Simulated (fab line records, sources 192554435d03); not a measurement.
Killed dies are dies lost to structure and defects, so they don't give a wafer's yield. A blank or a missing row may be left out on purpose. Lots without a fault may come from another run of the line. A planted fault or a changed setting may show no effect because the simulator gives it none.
One fault seen from 3 desks | flow n5_finfet | each desk has only its own numbers; what lay behind them comes last

THE METROLOGY DESK
What the gauges read, lot by lot, whatever tool the lot ran on: means of the sampled wafers that have a number. A lot is out of limits, marked OUT, if its mean lies more than 4 standard deviations from the usual mean; the brackets give that distance. Of its 12 readings 7 are shown: those that lie furthest out on some lot.
Columns: A = cd_nm at N5_BEOL_M3_CD_MEAS_11, usual 17.13 nm; B = DIBL_N at N5_BEOL_M4_RC_MEAS_101, usual 35.8 mV/V; C = IOFF_P at N5_BEOL_M4_RC_MEAS_101, usual 0.21 nA/um; D = ION_P at N5_BEOL_M4_RC_MEAS_101, usual 463 uA/um; E = SS_P at N5_BEOL_M4_RC_MEAS_101, usual 73.2 mV/dec; F = VT_N at N5_BEOL_M4_RC_MEAS_101, usual 250 mV; G = VT_P at N5_BEOL_M4_RC_MEAS_101, usual -250 mV
lot  | first seen here | A     | B    | C    | D   | E    | F   | G
L838 | day 6 23:16     | 16.98 | 38.3 | 0.27 | 473 | 73.7 | 248 | -244
L839 | day 7 01:58     | 16.91 | 35.6 | 0.23 | 475 | 73.5 | 249 | -247
L854 | day 11 01:20    | 17.46 | 35.3 | 0.19 | 463 | 73.2 | 254 | -254
L855 | day 11 09:52    | 16.94 | 34.2 | 0.21 | 467 | 72.3 | 251 | -250
L857 | day 12 02:04    | 17.09 | 33.9 | 0.17 | 460 | 73.3 | 254 | -253
L856 | day 12 06:40    | 17.19 | 35.8 | 0.23 | 470 | 73.5 | 250 | -247
L860 | day 12 19:04    | 17.24 | 36.1 | 0.22 | 463 | 73.4 | 251 | -249
This desk's finding: nothing out of limits on any of the 7 lots.

THE DEFECT DESK
What the inspections along the route counted, lot by lot: means of the sampled wafers that have a number. A lot is out of limits, marked OUT, if its mean lies more than 4 standard deviations from the usual mean; the brackets give that distance.
Columns: A = raw_defect_count at N5_BEOL_M3_INSPECT_13, usual 410
lot  | first seen here | A
L838 | day 6 23:21     | 402
L839 | day 7 02:04     | 584
L854 | day 11 01:26    | 356
L855 | day 11 09:57    | 495
L857 | day 12 02:09    | 459
L856 | day 12 06:44    | 543
L860 | day 12 19:09    | 435
This desk's finding: nothing out of limits on any of the 7 lots.

THE TOOL OWNER'S DESK: rie_diel-05
The tool's own readings at N5_BEOL_M3_ETCH_64 (etches SOC in N2/H2, target depth 75 nm, overetch 15 nm, time 112.5 s): means of the sampled wafers that have a number, for each lot that ran on this tool. A lot is out of limits, marked OUT, if its mean lies more than 4 standard deviations from the usual mean; the brackets give that distance.
Columns: A = drypump_motor_current_A at N5_BEOL_M3_ETCH_64, usual 5.8 A; B = oes_product_au at N5_BEOL_M3_ETCH_64, usual 0.63 a.u.; C = rf_vpp_V at N5_BEOL_M3_ETCH_64, usual 525.0 V; D = showerhead_plenum_p_Torr at N5_BEOL_M3_ETCH_64, usual 2.58 Torr; E = throttle_valve_pct at N5_BEOL_M3_ETCH_64, usual 17.78 %
lot  | first seen here | A   | B    | C     | D    | E
L839 | day 7 02:10     | 6.2 | 0.63 | 526.8 | 2.67 | 17.91
L854 | day 11 01:32    | 6.1 | 0.63 | 526.5 | 2.64 | 17.96
L857 | day 12 02:16    | 6.1 | 0.63 | 526.5 | 2.63 | 17.99
L856 | day 12 06:52    | 6.1 | 0.63 | 527.0 | 2.63 | 17.99
This desk's finding: nothing out of limits on any of the 4 lots.

PUT TOGETHER
The metrology desk saw nothing out of limits.
The defect desk saw nothing out of limits.
The tool owner's desk saw nothing out of limits.

WHAT THE SIMULATOR HAD PUT IN
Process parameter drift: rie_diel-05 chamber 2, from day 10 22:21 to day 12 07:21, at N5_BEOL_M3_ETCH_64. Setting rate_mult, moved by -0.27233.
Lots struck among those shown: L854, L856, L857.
